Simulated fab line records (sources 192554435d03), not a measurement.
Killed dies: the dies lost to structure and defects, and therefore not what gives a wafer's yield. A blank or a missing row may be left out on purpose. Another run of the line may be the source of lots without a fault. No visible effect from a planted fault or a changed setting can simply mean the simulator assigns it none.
Tool commonality check :: flow n5 finfet :: Sampled: 10 lots, 30 wafers

## THE REASON FOR OPENING IT
2 of 10 lots carry a flag on the reading RS_SD_N at N5_SD_ACTIVATION_RS_MEAS_03. Wafers without a fault read 21.94 ohm/sq, standard deviation 0.25.
Rule: a lot is flagged in two cases, either no wafer of it has a number, or all its wafers with numbers fall more than 4 standard deviations from that mean. The rest of the lots are taken to be sound.

lot: L793
measured: day 3 16:52
on: film metro-02
RS_SD_N (ohm/sq), wafer by wafer: 22.31 22.36 21.85
flag: 

lot: L794
measured: day 4 00:10
on: film metro-02
RS_SD_N (ohm/sq), wafer by wafer: 21.93 22.14 21.97
flag: 

lot: L795
measured: day 4 04:02
on: film metro-01
RS_SD_N (ohm/sq), wafer by wafer: 21.85 21.69 22.08
flag: 

lot: L796
measured: day 4 09:47
on: film metro-02
RS_SD_N (ohm/sq), wafer by wafer: 22.19 22.07 22.21
flag: 

lot: L797
measured: day 4 16:06
on: film metro-01
RS_SD_N (ohm/sq), wafer by wafer: 21.63 22.19 21.99
flag: 

lot: L804
measured: day 6 16:33
on: film metro-01
RS_SD_N (ohm/sq), wafer by wafer: 21.67 21.60 21.56
flag: 

lot: L806
measured: day 6 22:14
on: film metro-01
RS_SD_N (ohm/sq), wafer by wafer: 24.25 23.97 24.04
flag: FLAGGED

lot: L807
measured: day 7 06:28
on: film metro-02
RS_SD_N (ohm/sq), wafer by wafer: 24.46 23.84 24.15
flag: FLAGGED

lot: L813
measured: day 8 16:11
on: film metro-02
RS_SD_N (ohm/sq), wafer by wafer: 21.97 21.71 21.71
flag: 

lot: L815
measured: day 9 04:20
on: film metro-02
RS_SD_N (ohm/sq), wafer by wafer: 22.14 22.13 22.23
flag: 
Average over the flagged lots: 24.12 ohm/sq; offset from the usual +2.18 ohm/sq, equal to +9 standard deviations.

## TOOL THAT RAN EACH LOT
The record holds 2 process steps before the reading, out of a route of 1938 steps. Cell contents, in order: the tool; ch with the chambers the sampled wafers went through; the start.
lot: L793
flag: 
N5_SD_EPI_N_EPI_21: epi rpcvd-02 ch 0, day 3 10:13
N5_SD_ACTIVATION_LSA_01: laser anneal-02 ch 0, day 3 16:40

lot: L794
flag: 
N5_SD_EPI_N_EPI_21: epi rpcvd-02 ch 0, day 3 16:46
N5_SD_ACTIVATION_LSA_01: laser anneal-01 ch 0, day 3 23:58

lot: L795
flag: 
N5_SD_EPI_N_EPI_21: epi rpcvd-04 ch 0, day 3 20:23
N5_SD_ACTIVATION_LSA_01: laser anneal-02 ch 0, day 4 03:50

lot: L796
flag: 
N5_SD_EPI_N_EPI_21: epi rpcvd-01 ch 0, day 4 02:52
N5_SD_ACTIVATION_LSA_01: laser anneal-01 ch 0, day 4 09:34

lot: L797
flag: 
N5_SD_EPI_N_EPI_21: epi rpcvd-01 ch 0, day 4 09:02
N5_SD_ACTIVATION_LSA_01: laser anneal-02 ch 0, day 4 15:53

lot: L804
flag: 
N5_SD_EPI_N_EPI_21: epi rpcvd-01 ch 0, day 6 08:05
N5_SD_ACTIVATION_LSA_01: laser anneal-01 ch 0, day 6 16:20

lot: L806
flag: FLAGGED
N5_SD_EPI_N_EPI_21: epi rpcvd-01 ch 0, day 6 13:51
N5_SD_ACTIVATION_LSA_01: laser anneal-01 ch 0, day 6 22:01

lot: L807
flag: FLAGGED
N5_SD_EPI_N_EPI_21: epi rpcvd-01 ch 0, day 6 19:55
N5_SD_ACTIVATION_LSA_01: laser anneal-02 ch 0, day 7 06:15

lot: L813
flag: 
N5_SD_EPI_N_EPI_21: epi rpcvd-02 ch 0, day 8 07:51
N5_SD_ACTIVATION_LSA_01: laser anneal-02 ch 0, day 8 15:59

lot: L815
flag: 
N5_SD_EPI_N_EPI_21: epi rpcvd-02 ch 0, day 8 19:53
N5_SD_ACTIVATION_LSA_01: laser anneal-02 ch 0, day 9 04:08
What the steps here do:
- N5_SD_EPI_N_EPI_21: deposits Si:P, time 690 s.
- N5_SD_ACTIVATION_LSA_01: time 0.0008 s.
- N5_SD_ACTIVATION_RS_MEAS_03: measures by four-point-probe.

## FLAGGED AGAINST TOTAL, ONE TOOL AT A TIME (gauges that did the reading follow at the end)
step: N5_SD_EPI_N_EPI_21
tool: epi rpcvd-01
lots run: 5
flagged: 2
share of the flagged lots: all
sound lots run after its first flagged lot: 0

step: N5_SD_EPI_N_EPI_21
tool: epi rpcvd-02
lots run: 4
flagged: 0
share of the flagged lots: none
sound lots run after its first flagged lot: -

step: N5_SD_EPI_N_EPI_21
tool: epi rpcvd-04
lots run: 1
flagged: 0
share of the flagged lots: none
sound lots run after its first flagged lot: -

step: N5_SD_ACTIVATION_LSA_01
tool: laser anneal-01
lots run: 4
flagged: 1
share of the flagged lots: some
sound lots run after its first flagged lot: 0

step: N5_SD_ACTIVATION_LSA_01
tool: laser anneal-02
lots run: 6
flagged: 1
share of the flagged lots: some
sound lots run after its first flagged lot: 2 (L813,L815)

step: N5_SD_ACTIVATION_RS_MEAS_03
tool: film metro-01
lots run: 4
flagged: 1
share of the flagged lots: some
sound lots run after its first flagged lot: 0

step: N5_SD_ACTIVATION_RS_MEAS_03
tool: film metro-02
lots run: 6
flagged: 1
share of the flagged lots: some
sound lots run after its first flagged lot: 2 (L813,L815)

## WHAT IS ALLOWED BY THE TABLE
Rows of the table that ran each flagged lot: 1, that is epi rpcvd-01 at N5_SD_EPI_N_EPI_21.
- epi rpcvd-01 at N5_SD_EPI_N_EPI_21 ran 5 lots, 2 of them flagged. It ran its last sound lot, L804, at day 6 08:05 and its first flagged lot, L806, at day 6 13:51: a fault with its onset between the two fits.
epi rpcvd-01 at N5_SD_EPI_N_EPI_21 is the single tool remaining.

## WHAT HAD BEEN PUT IN BY THE SIMULATOR
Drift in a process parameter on epi rpcvd-01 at N5_SD_EPI_N_EPI_21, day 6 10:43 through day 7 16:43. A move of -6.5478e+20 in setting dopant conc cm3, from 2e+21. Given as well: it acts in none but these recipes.
Shown lots that were struck: L806, L807. The rule given above showed the same thing.
